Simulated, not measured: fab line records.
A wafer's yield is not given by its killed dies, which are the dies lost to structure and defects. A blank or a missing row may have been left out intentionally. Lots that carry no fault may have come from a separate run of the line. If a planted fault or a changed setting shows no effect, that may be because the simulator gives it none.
Which tool did it?	flow nand-harc	23 lots, 69 wafers sampled, at 6 steps of a route of 1302

== WHAT THE GAUGES READ, wafer by wafer ==
Not one reading of a measure or inspect step in the record can be checked against a usual standard deviation.

== EACH LOT AND THE TOOL THAT RAN IT (in order: tool; ch and the chambers of the sampled wafers; start) ==
lot	NHARC_A_STAIRCASE_TRIM_20	NHARC_A_STAIRCASE_ETCH_190	NHARC_A_STAIRCASE_TRIM_198	NHARC_A_STAIRCASE_DESCUM_219	NHARC_A_STAIRCASE_TRIM_220	NHARC_A_STAIRCASE_ETCH_236
L076	rie-diel-05 ch 0,2,3, day 16 01:22	rie-diel-13 ch 2,3, day 16 08:04 or earlier	rie-diel-13 ch 0,2,3, day 16 08:04 or earlier	rie-diel-07 ch 0,3, day 16 08:04	rie-diel-07 ch 1,2, day 16 08:09	rie-diel-07 ch 1,2,3, no start
L075	rie-diel-13 ch 0,2,3, day 16 01:40	rie-diel-07 ch 0,1,3, day 16 08:14 or earlier	rie-diel-07 ch 1,2,3, day 16 08:14 or earlier	rie-diel-05 ch 1,2,3, day 16 08:14	rie-diel-05 ch 0,1,2, day 16 08:20	rie-diel-05 ch 0,1,2, no start
L074	rie-diel-13 ch 0,1,3, day 16 07:17	rie-diel-07 ch 0,1,2, day 16 13:38 or earlier	rie-diel-05 ch 1,2,3, day 16 13:38 or earlier	rie-diel-05 ch 1,2,3, day 16 13:38	rie-diel-05 ch 0,1,2, day 16 13:44	rie-diel-07 ch 0,1,3, no start
L077	rie-diel-05 ch 0,2, day 17 15:42	rie-diel-13 ch 1,2, day 18 01:06 or earlier	rie-diel-13 ch 0,1, day 18 01:06 or earlier	rie-diel-13 ch 2,3, day 18 01:06	rie-diel-13 ch 0,1,3, day 18 01:13	rie-diel-13 ch 1,2, no start
L079	rie-diel-07 ch 0,2,3, day 17 22:52	rie-diel-07 ch 0,2,3, day 18 07:38 or earlier	rie-diel-07 ch 0,2,3, day 18 07:38 or earlier	rie-diel-13 ch 2,3, day 18 07:38	rie-diel-13 ch 2,3, day 18 07:44	rie-diel-07 ch 0,1, no start
L080	rie-diel-13 ch 0,1,2, day 17 23:19	rie-diel-13 ch 0,2,3, day 18 06:44 or earlier	rie-diel-13 ch 0,3, day 18 06:44 or earlier	rie-diel-13 ch 1,3, day 18 06:44	rie-diel-13 ch 0,1,2, day 18 06:53	rie-diel-13 ch 1,3, no start
L081	rie-diel-05 ch 0,1,2, day 18 23:36	rie-diel-13 ch 0,1, day 19 06:56 or earlier	rie-diel-13 ch 0,1, day 19 06:56 or earlier	rie-diel-13 ch 2,3, day 19 06:56	rie-diel-13 ch 0,1, day 19 07:01	rie-diel-07 ch 0,3, no start
L082	rie-diel-13 ch 0,1, day 19 10:39	rie-diel-05 ch 0,1, day 19 16:52 or earlier	rie-diel-07 ch 1,2, day 19 16:52 or earlier	rie-diel-05 ch 0,2, day 19 16:52	rie-diel-05 ch 2,3, day 19 16:56	rie-diel-05 ch 1,2, no start
L083	rie-diel-07 ch 0,2, day 19 10:47	rie-diel-13 ch 1,2,3, day 19 17:10 or earlier	rie-diel-05 ch 1,2,3, day 19 17:10 or earlier	rie-diel-07 ch 0,1,2, day 19 17:10	rie-diel-07 ch 0,2,3, day 19 17:16	rie-diel-13 ch 1,3, no start
L084	rie-diel-13 ch 0,1,2, day 20 04:19	rie-diel-05 ch 0,1,3, day 20 10:35 or earlier	rie-diel-13 ch 0,3, day 20 10:35 or earlier	rie-diel-13 ch 0,2,3, day 20 10:35	rie-diel-13 ch 1,2,3, day 20 10:40	rie-diel-13 ch 0,2,3, no start
L085	rie-diel-13 ch 0,1,3, day 20 04:28	rie-diel-07 ch 0,3, day 20 10:59 or earlier	rie-diel-07 ch 0,1,3, day 20 10:59 or earlier	rie-diel-05 ch 2,3, day 20 10:59	rie-diel-05 ch 2,3, day 20 11:03	rie-diel-07 ch 1,2,3, no start
L086	rie-diel-13 ch 0,2,3, day 20 18:06	rie-diel-05 ch 0,2, day 21 03:34 or earlier	rie-diel-05 ch 1,3, day 21 03:34 or earlier	rie-diel-07 ch 0,1,2, day 21 03:34	rie-diel-07 ch 0,1, day 21 03:39	rie-diel-05 ch 0,3, no start
L088	rie-diel-07 ch 0,1,3, day 21 10:53	rie-diel-07 ch 0,2,3, day 21 17:10 or earlier	rie-diel-13 ch 0,1,3, day 21 17:10 or earlier	rie-diel-05 ch 1,2,3, day 21 17:10	rie-diel-05 ch 2,3, day 21 17:15	rie-diel-13 ch 0,2, no start
L089	rie-diel-07 ch 1,2,3, day 21 14:41	rie-diel-13 ch 0,1,2, day 21 21:02 or earlier	rie-diel-05 ch 0,1,3, day 21 21:02 or earlier	rie-diel-05 ch 0,2,3, day 21 21:02	rie-diel-05 ch 0,2,3, day 21 21:07	rie-diel-07 ch 1,2,3, no start
L087	rie-diel-05 ch 0,2,3, day 21 14:58	rie-diel-05 ch 0,1, day 21 22:42 or earlier	rie-diel-07 ch 0,1,2, day 21 22:42 or earlier	rie-diel-05 ch 1,2,3, day 21 22:42	rie-diel-05 ch 0,2,3, day 21 22:47	rie-diel-07 ch 0,2,3, no start
L091	rie-diel-05 ch 0,2, day 22 03:31	rie-diel-05 ch 0,2,3, day 22 09:37 or earlier	rie-diel-05 ch 0,3, day 22 09:37 or earlier	rie-diel-13 ch 0,1,3, day 22 09:37	rie-diel-13 ch 1,2,3, day 22 09:42	rie-diel-13 ch 0,1, no start
L090	rie-diel-05 ch 0,2,3, day 22 04:36	rie-diel-07 ch 0,1,3, day 22 13:01 or earlier	rie-diel-07 ch 0,1,3, day 22 13:01 or earlier	rie-diel-13 ch 0,1,2, day 22 13:01	rie-diel-13 ch 0,1,2, day 22 13:06	rie-diel-05 ch 0,2,3, no start
L093	rie-diel-13 ch 1,2,3, day 23 03:53	rie-diel-05 ch 0,1,3, day 23 10:08 or earlier	rie-diel-05 ch 0,1,3, day 23 10:08 or earlier	rie-diel-07 ch 1,3, day 23 10:08	rie-diel-07 ch 0,3, day 23 13:59	rie-diel-13 ch 0,1,2, no start
L092	rie-diel-07 ch 0,1,3, day 23 03:56	rie-diel-07 ch 0,1,3, day 23 11:06 or earlier	rie-diel-07 ch 0,1,3, day 23 11:06 or earlier	rie-diel-13 ch 1,2,3, day 23 11:06	rie-diel-13 ch 2,3, day 23 11:13	rie-diel-05 ch 0,1,2, no start
L094	rie-diel-05 ch 0,1,3, day 24 06:10	rie-diel-13 ch 0,1,2, day 24 14:10 or earlier	rie-diel-05 ch 0,1,2, day 24 14:10 or earlier	rie-diel-13 ch 0,1,2, day 24 14:10	rie-diel-13 ch 0,1,2, day 24 14:16	rie-diel-13 ch 0,2,3, no start
L096	rie-diel-05 ch 1,3, day 24 18:47	rie-diel-05 ch 1,3, day 25 00:55 or earlier	rie-diel-05 ch 2,3, day 25 00:55 or earlier	rie-diel-07 ch 0,1,2, day 25 00:55	rie-diel-07 ch 0,2,3, day 25 01:02	rie-diel-07 ch 0,2,3, no start
L095	rie-diel-05 ch 2,3, day 25 01:15	rie-diel-13 ch 0,2,3, day 25 07:44 or earlier	rie-diel-13 ch 1,2,3, day 25 07:44 or earlier	rie-diel-07 ch 0,3, day 25 07:44	rie-diel-07 ch 1,3, day 25 07:49	rie-diel-07 ch 0,1,3, no start
L097	rie-diel-07 ch 2,3, day 25 16:34	rie-diel-07 ch 0,1,2, day 25 23:04 or earlier	rie-diel-13 ch 0,2, day 25 23:04 or earlier	rie-diel-05 ch 0,1,2, day 25 23:04	rie-diel-05 ch 0,2, day 25 23:09	rie-diel-05 ch 0,1, no start
- NHARC_A_STAIRCASE_TRIM_20: chemistry O2, time 211.2 s.
- NHARC_A_STAIRCASE_ETCH_190: etches the open film in C4F8/O2, target depth 100 nm, time 40.5 s.
- NHARC_A_STAIRCASE_TRIM_198: chemistry O2, time 211.2 s.
- NHARC_A_STAIRCASE_DESCUM_219: chemistry O2, time 3 s.
- NHARC_A_STAIRCASE_TRIM_220: chemistry O2, time 211.2 s.
- NHARC_A_STAIRCASE_ETCH_236: etches the open film in C4F8/O2, target depth 100 nm, time 40.5 s.

== WHAT THE TOOLS THEMSELVES READ (means of the sampled wafers that have a number; where no wafer has one, the mark that the record gives instead) ==
NHARC_A_STAIRCASE_TRIM_20. Usual: drypump-motor-current-A 6.0 A, standard deviation 0.38; oes-product-au 1.002 a.u., standard deviation 0.0076; rf-vpp-V 57.9 V, standard deviation 0.9; showerhead-plenum-p-Torr 3.56 Torr, standard deviation 0.17; throttle-valve-pct 17.037 %, standard deviation 0.0096.
lot	tool	drypump-motor-current-A (A)	oes-product-au (a.u.)	rf-vpp-V (V)	showerhead-plenum-p-Torr (Torr)	throttle-valve-pct (%)	flag
L076	rie-diel-05	5.7	0.998	58.8	3.60	17.037	
L075	rie-diel-13	6.3	1.005	57.5	3.51	17.033	
L074	rie-diel-13	6.3	1.007	57.1	3.46	17.033	
L077	rie-diel-05	5.9	1.003	58.2	3.65	17.042	
L079	rie-diel-07	6.0	1.007	57.3	3.49	17.033	
L080	rie-diel-13	6.4	1.003	57.6	3.61	17.036	
L081	rie-diel-05	5.7	1.008	58.0	3.67	17.042	
L082	rie-diel-13	6.5	1.002	58.2	3.46	17.034	
L083	rie-diel-07	6.1	1.006	57.6	3.33	17.029	
L084	rie-diel-13	6.4	0.996	57.6	3.60	17.036	
L085	rie-diel-13	6.3	1.000	57.4	3.45	17.030	
L086	rie-diel-13	6.3	1.006	57.5	3.49	17.039	
L088	rie-diel-07	6.0	0.994	57.2	3.61	17.035	
L089	rie-diel-07	5.9	0.994	57.4	3.50	17.044	
L087	rie-diel-05	5.7	1.006	57.9	3.58	17.040	
L091	rie-diel-05	5.9	1.014	58.3	3.63	17.048	
L090	rie-diel-05	5.7	1.005	58.7	3.57	17.043	
L093	rie-diel-13	6.3	0.998	57.2	3.58	17.034	
L092	rie-diel-07	6.0	0.991	57.4	3.60	17.037	
L094	rie-diel-05	5.7	1.005	57.7	3.59	17.037	
L096	rie-diel-05	5.5	1.000	57.7	3.60	17.035	
L095	rie-diel-05	5.4	1.006	58.6	3.55	17.048	
L097	rie-diel-07	6.1	1.005	57.8	3.53	17.030	

NHARC_A_STAIRCASE_ETCH_190. Usual: oes-product-au 0.945 a.u., standard deviation 0.01; rf-vpp-V 897 V, standard deviation 6.5.
lot	tool	oes-product-au (a.u.)	rf-vpp-V (V)	flag
L076	rie-diel-13	0.946	895	
L075	rie-diel-07	0.946	892	
L074	rie-diel-07	0.946	890	
L077	rie-diel-13	0.934	903	
L079	rie-diel-07	0.941	894	
L080	rie-diel-13	0.932	895	
L081	rie-diel-13	0.936	894	
L082	rie-diel-05	0.956	902	
L083	rie-diel-13	0.957	899	
L084	rie-diel-05	0.943	899	
L085	rie-diel-07	0.951	898	
L086	rie-diel-05	0.954	899	
L088	rie-diel-07	0.940	902	
L089	rie-diel-13	0.954	897	
L087	rie-diel-05	0.954	901	
L091	rie-diel-05	0.959	898	
L090	rie-diel-07	0.939	898	
L093	rie-diel-05	0.951	898	
L092	rie-diel-07	0.937	899	
L094	rie-diel-13	0.942	898	
L096	rie-diel-05	0.942	895	
L095	rie-diel-13	0.939	894	
L097	rie-diel-07	0.940	895	

NHARC_A_STAIRCASE_TRIM_198. Usual: drypump-motor-current-A 6.0 A, standard deviation 0.37; oes-product-au 1.001 a.u., standard deviation 0.0072; rf-vpp-V 57.8 V, standard deviation 1; showerhead-plenum-p-Torr 3.56 Torr, standard deviation 0.17; throttle-valve-pct 17.037 %, standard deviation 0.0084.
lot	tool	drypump-motor-current-A (A)	oes-product-au (a.u.)	rf-vpp-V (V)	showerhead-plenum-p-Torr (Torr)	throttle-valve-pct (%)	flag
L076	rie-diel-13	6.3	1.000	57.6	3.51	17.041	
L075	rie-diel-07	6.0	0.996	57.5	3.52	17.030	
L074	rie-diel-05	5.4	1.003	57.6	3.62	17.031	
L077	rie-diel-13	6.4	1.001	58.1	3.57	17.034	
L079	rie-diel-07	6.0	0.996	57.8	3.49	17.044	
L080	rie-diel-13	6.3	1.001	57.4	3.35	17.047	
L081	rie-diel-13	6.4	1.001	57.9	3.56	17.039	
L082	rie-diel-07	5.9	1.007	57.6	3.42	17.038	
L083	rie-diel-05	5.4	1.005	58.4	3.61	17.039	
L084	rie-diel-13	6.3	0.995	56.8	3.35	17.035	
L085	rie-diel-07	5.9	0.997	56.8	3.43	17.045	
L086	rie-diel-05	5.5	1.009	57.4	3.62	17.033	
L088	rie-diel-13	6.3	0.999	57.1	3.44	17.037	
L089	rie-diel-05	5.7	1.003	57.7	3.60	17.040	
L087	rie-diel-07	5.9	0.996	57.8	3.53	17.035	
L091	rie-diel-05	6.0	0.998	57.8	3.58	17.041	
L090	rie-diel-07	6.0	0.997	57.6	3.61	17.038	
L093	rie-diel-05	5.7	1.006	57.4	3.59	17.039	
L092	rie-diel-07	6.0	0.995	57.8	3.60	17.037	
L094	rie-diel-05	5.7	1.012	57.9	3.64	17.040	
L096	rie-diel-05	5.4	0.997	57.6	3.50	17.030	
L095	rie-diel-13	6.3	1.008	57.7	3.57	17.034	
L097	rie-diel-13	6.4	0.998	58.5	3.62	17.030	

NHARC_A_STAIRCASE_DESCUM_219. Usual: drypump-motor-current-A 6.0 A, standard deviation 0.39; oes-product-au 1.002 a.u., standard deviation 0.0078; rf-vpp-V 57.9 V, standard deviation 0.93; showerhead-plenum-p-Torr 1.94 Torr, standard deviation 0.1; throttle-valve-pct 11.313 %, standard deviation 0.0098.
lot	tool	drypump-motor-current-A (A)	oes-product-au (a.u.)	rf-vpp-V (V)	showerhead-plenum-p-Torr (Torr)	throttle-valve-pct (%)	flag
L076	rie-diel-07	6.1	0.999	57.4	1.86	11.315	
L075	rie-diel-05	5.4	1.002	58.5	1.96	11.316	
L074	rie-diel-05	5.4	1.006	57.8	1.96	11.310	
L077	rie-diel-13	6.2	0.991	57.9	1.98	11.310	
L079	rie-diel-13	6.2	1.000	57.3	1.90	11.311	
L080	rie-diel-13	6.3	0.990	58.5	1.93	11.316	
L081	rie-diel-13	6.2	0.997	58.8	1.98	11.305	
L082	rie-diel-05	5.9	1.007	58.9	1.98	11.313	
L083	rie-diel-07	5.9	1.014	56.9	1.81	11.315	
L084	rie-diel-13	6.3	0.995	58.6	1.89	11.316	
L085	rie-diel-05	5.4	1.002	58.1	1.91	11.318	
L086	rie-diel-07	5.9	1.000	57.8	1.92	11.314	
L088	rie-diel-05	5.4	1.007	57.5	1.95	11.314	
L089	rie-diel-05	5.7	1.000	58.7	1.94	11.305	
L087	rie-diel-05	5.4	1.005	58.7	1.95	11.317	
L091	rie-diel-13	6.3	1.003	56.9	1.86	11.314	
L090	rie-diel-13	6.4	0.999	58.1	1.95	11.305	
L093	rie-diel-07	6.0	0.996	58.0	1.94	11.307	
L092	rie-diel-13	6.3	0.999	57.7	1.95	11.313	
L094	rie-diel-13	6.3	1.003	57.5	1.94	11.314	
L096	rie-diel-07	5.9	0.999	58.0	1.91	11.325	
L095	rie-diel-07	6.1	0.991	58.8	2.04	11.309	
L097	rie-diel-05	5.7	1.009	58.3	1.98	11.321	

NHARC_A_STAIRCASE_TRIM_220. Usual: drypump-motor-current-A 6.0 A, standard deviation 0.37; oes-product-au 1.001 a.u., standard deviation 0.0068; rf-vpp-V 57.8 V, standard deviation 0.96; showerhead-plenum-p-Torr 3.56 Torr, standard deviation 0.17; throttle-valve-pct 17.035 %, standard deviation 0.0082.
lot	tool	drypump-motor-current-A (A)	oes-product-au (a.u.)	rf-vpp-V (V)	showerhead-plenum-p-Torr (Torr)	throttle-valve-pct (%)	flag
L076	rie-diel-07	5.8	0.999	57.4	3.39	17.046	
L075	rie-diel-05	5.7	0.998	57.7	3.68	17.035	
L074	rie-diel-05	5.7	1.008	58.7	3.68	17.032	
L077	rie-diel-13	6.3	1.003	57.3	3.46	17.035	
L079	rie-diel-13	6.1	0.998	57.4	3.49	17.035	
L080	rie-diel-13	6.4	0.994	57.3	3.61	17.032	
L081	rie-diel-13	6.4	1.002	57.1	3.56	17.026	
L082	rie-diel-05	5.4	0.996	57.5	3.53	17.031	
L083	rie-diel-07	6.0	1.004	58.2	3.48	17.034	
L084	rie-diel-13	6.2	0.997	57.9	3.60	17.033	
L085	rie-diel-05	5.4	1.003	58.2	3.58	17.032	
L086	rie-diel-07	5.8	1.001	57.5	3.48	17.029	
L088	rie-diel-05	5.4	1.002	57.2	3.51	17.036	
L089	rie-diel-05	5.7	1.003	58.1	3.57	17.040	
L087	rie-diel-05	5.7	1.003	58.2	3.57	17.038	
L091	rie-diel-13	6.3	1.004	58.4	3.59	17.033	
L090	rie-diel-13	6.4	1.002	58.2	3.59	17.032	
L093	rie-diel-07	6.1	0.999	58.9	3.73	17.030	
L092	rie-diel-13	6.2	0.991	57.8	3.62	17.033	
L094	rie-diel-13	6.4	1.003	57.1	3.58	17.040	
L096	rie-diel-07	6.0	1.005	57.5	3.65	17.036	
L095	rie-diel-07	5.9	1.006	57.5	3.43	17.035	
L097	rie-diel-05	5.9	0.999	58.4	3.62	17.037	

NHARC_A_STAIRCASE_ETCH_236. Usual: oes-product-au 0.943 a.u., standard deviation 0.0093; rf-vpp-V 896 V, standard deviation 6.5.
lot	tool	oes-product-au (a.u.)	rf-vpp-V (V)	flag
L076	rie-diel-07	0.934	896	
L075	rie-diel-05	0.950	900	
L074	rie-diel-07	0.944	893	
L077	rie-diel-13	0.948	902	
L079	rie-diel-07	0.939	887	
L080	rie-diel-13	0.941	893	
L081	rie-diel-07	0.941	896	
L082	rie-diel-05	0.956	900	
L083	rie-diel-13	0.943	897	
L084	rie-diel-13	0.947	894	
L085	rie-diel-07	0.949	894	
L086	rie-diel-05	0.949	898	
L088	rie-diel-13	0.941	895	
L089	rie-diel-07	0.944	895	
L087	rie-diel-07	0.933	901	
L091	rie-diel-13	0.933	893	
L090	rie-diel-05	0.940	897	
L093	rie-diel-13	0.943	897	
L092	rie-diel-05	0.943	900	
L094	rie-diel-13	0.944	894	
L096	rie-diel-07	0.935	900	
L095	rie-diel-07	0.933	898	
L097	rie-diel-05	0.946	901	

== THE ANSWER, worked out from the rows above alone ==
Rule: a lot counts as off when the mean over its wafers that have a number is more than 3 standard deviations away from the usual mean. A lot without any number at a reading at which 4 lots or more have one is off too. Any other lot the step has rows for is counted as sound. Order of review: gauges by route order, followed by the tools' own readings, for which a lot's mean as printed above is used. The first step at which some lot is off is used, and at that step the reading that is off furthest; a lot without a number counts as furthest.
Across all readings shown, no lot is off: no conclusion can be drawn from this.

== WHAT THE SIMULATOR HAD INSERTED ==
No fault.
